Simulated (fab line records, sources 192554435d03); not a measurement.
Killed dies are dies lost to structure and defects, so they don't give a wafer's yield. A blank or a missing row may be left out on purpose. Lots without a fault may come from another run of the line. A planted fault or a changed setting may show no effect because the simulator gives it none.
Split-lot experiment | flow n5_finfet | 7 lots, 39 wafers read, on a route of 1938 steps

THE SPLIT
At N5_SD_EPI_N_EXPOSE_06 (exposes mask SD N BLK, target cd 120 nm), the setting dose_mj was moved away from the recipe's 39.75 on 12 of the 39 wafers read, by -7.7% to +4.8%. The other wafers ran this setting at the recipe's value.

FROM THE SPLIT TO THE READING: what the file shows between them, 2 steps
- N5_SD_EPI_N_PEB_07: peb time 60 s
- N5_SD_EPI_N_DEVELOP_08: develop time 30 s

THE READING
cd_nm, in nm, at N5_SD_EPI_N_CD_MEAS_09 (target cd 120 nm). Fault-free wafers of this fab line usually give 120.5 nm, standard deviation 1.1 nm.

wafer  | tool, chamber at the split | dose_mj as run | against the recipe | cd_nm, nm | against lot-mates on the recipe
L078.1 | arfi_scanner-01, 0         | 36.68          | -7.7%              | 115.2     | -4.7
L078.2 | arfi_scanner-01, 0         | 36.68          | -7.7%              | 114.4     | -5.5
L078.3 | arfi_scanner-01, 0         | 36.68          | -7.7%              | 116.2     | -3.7
L078.4 | arfi_scanner-01, 0         | 39.75          | recipe             | 119.6     | -
L078.5 | arfi_scanner-01, 0         | 39.75          | recipe             | 120.8     | -
L078.6 | arfi_scanner-01, 0         | 39.75          | recipe             | 119.3     | -
L080.1 | arfi_scanner-02, 0         | 39.75          | recipe             | 119.4     | -
L080.2 | arfi_scanner-02, 0         | 41.47          | +4.3%              | 122.8     | +3.3
L080.3 | arfi_scanner-02, 0         | 39.75          | recipe             | 118.5     | -
L080.4 | arfi_scanner-02, 0         | 41.47          | +4.3%              | 123.2     | +3.7
L080.5 | arfi_scanner-02, 0         | 39.75          | recipe             | 120.6     | -
L080.6 | arfi_scanner-02, 0         | 41.47          | +4.3%              | 120.8     | +1.3
L086.1 | arfi_scanner-01, 0         | 39.75          | recipe             | 121.9     | -
L086.2 | arfi_scanner-01, 0         | 39.75          | recipe             | 120.3     | -
L086.3 | arfi_scanner-01, 0         | 39.75          | recipe             | 120.1     | -
L086.4 | arfi_scanner-01, 0         | 39.75          | recipe             | 120.5     | -
L086.5 | arfi_scanner-01, 0         | 39.75          | recipe             | 121.5     | -
L086.6 | arfi_scanner-01, 0         | 39.75          | recipe             | 121.0     | -
L090.1 | arfi_scanner-01, 0         | 39.75          | recipe             | 120.6     | -
L090.2 | arfi_scanner-01, 0         | 39.75          | recipe             | 120.4     | -
L090.6 | arfi_scanner-01, 0         | 39.75          | recipe             | 119.9     | -
L095.1 | arfi_scanner-01, 0         | 39.75          | recipe             | 121.4     | -
L095.2 | arfi_scanner-01, 0         | 39.75          | recipe             | 121.0     | -
L095.3 | arfi_scanner-01, 0         | 39.75          | recipe             | 121.1     | -
L095.4 | arfi_scanner-01, 0         | 41.66          | +4.8%              | 125.0     | +3.8
L095.5 | arfi_scanner-01, 0         | 41.66          | +4.8%              | 124.8     | +3.6
L095.6 | arfi_scanner-01, 0         | 41.66          | +4.8%              | 123.7     | +2.5
L096.1 | arfi_scanner-03, 0         | 39.75          | recipe             | 121.7     | -
L096.2 | arfi_scanner-03, 0         | 39.75          | recipe             | 121.5     | -
L096.3 | arfi_scanner-03, 0         | 39.75          | recipe             | 121.9     | -
L096.4 | arfi_scanner-03, 0         | 39.75          | recipe             | 122.7     | -
L096.5 | arfi_scanner-03, 0         | 39.75          | recipe             | 121.6     | -
L096.6 | arfi_scanner-03, 0         | 39.75          | recipe             | 120.9     | -
L097.1 | arfi_scanner-03, 0         | 39.75          | recipe             | 118.0     | -
L097.2 | arfi_scanner-03, 0         | 39.75          | recipe             | 118.0     | -
L097.3 | arfi_scanner-03, 0         | 39.75          | recipe             | 118.8     | -
L097.4 | arfi_scanner-03, 0         | 36.9           | -7.2%              | 113.6     | -4.7
L097.5 | arfi_scanner-03, 0         | 36.9           | -7.2%              | 114.4     | -3.9
L097.6 | arfi_scanner-03, 0         | 36.9           | -7.2%              | 114.9     | -3.4

THE FIT
A straight line over all 39 wafers: cd_nm changes by +0.726 nm for each +1% of dose_mj; r = +0.90; the points scatter about the line by 1.2 nm.
The same after taking each lot's own level away (the mean of its wafers on the recipe; 39 wafers): +0.606 nm for each +1%; r = +0.95; scatter 0.66 nm.
On that fit, the largest move of dose_mj shifts the reading by 4.7 nm.
The lots' own levels span 118.27 to 121.72 nm, that is 3.1 times the standard deviation above.
So the lot-to-lot level changes the slope: the two fits differ.
Check: with one of the wafers moved furthest among these (-7.7%) left out of the fit, the line predicts -4.59 nm for it against its lot-mates. It came out at -4.7 nm against them.

OTHER SPLITS ON THESE WAFERS
These wafers also went through other splits before the reading. Each is held against what the fit with the lots' levels taken away leaves over:
other split on the same wafers       | wafers away from the commonest value | r with cd_nm (lot level and that fit taken away)
N5_DUMMY_GATE_ETCH_31 target_depth_a | 15                                   | +0.43

THE WHOLE CHAIN: every reading that the file lists as answering this split, in the file's order
step                   | what it does                                           | reading                                                         | change (the file's fit)               | r (the file's)
N5_SD_EPI_N_CD_MEAS_09 | target cd 120 nm                                       | cd_nm                                                           | +0.606 nm for each +1% of the setting | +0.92
N5_SD_EPI_N_DESCUM_14  | chemistry O2, time 7.9 s                               | SD_EPI_N.cd_nm (the simulator's own value, which no gauge read) | +0.625 nm for each +1% of the setting | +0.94
N5_SD_EPI_N_ETCH_34    | etches SiARC in CF4, target depth 45.5 nm, time 75.8 s | SD_EPI_N.cd_nm (the simulator's own value, which no gauge read) | +0.637 nm for each +1% of the setting | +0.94

THE FILE'S OWN FIT
cd_nm changes by +0.606 nm for each +1% of dose_mj, r = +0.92.
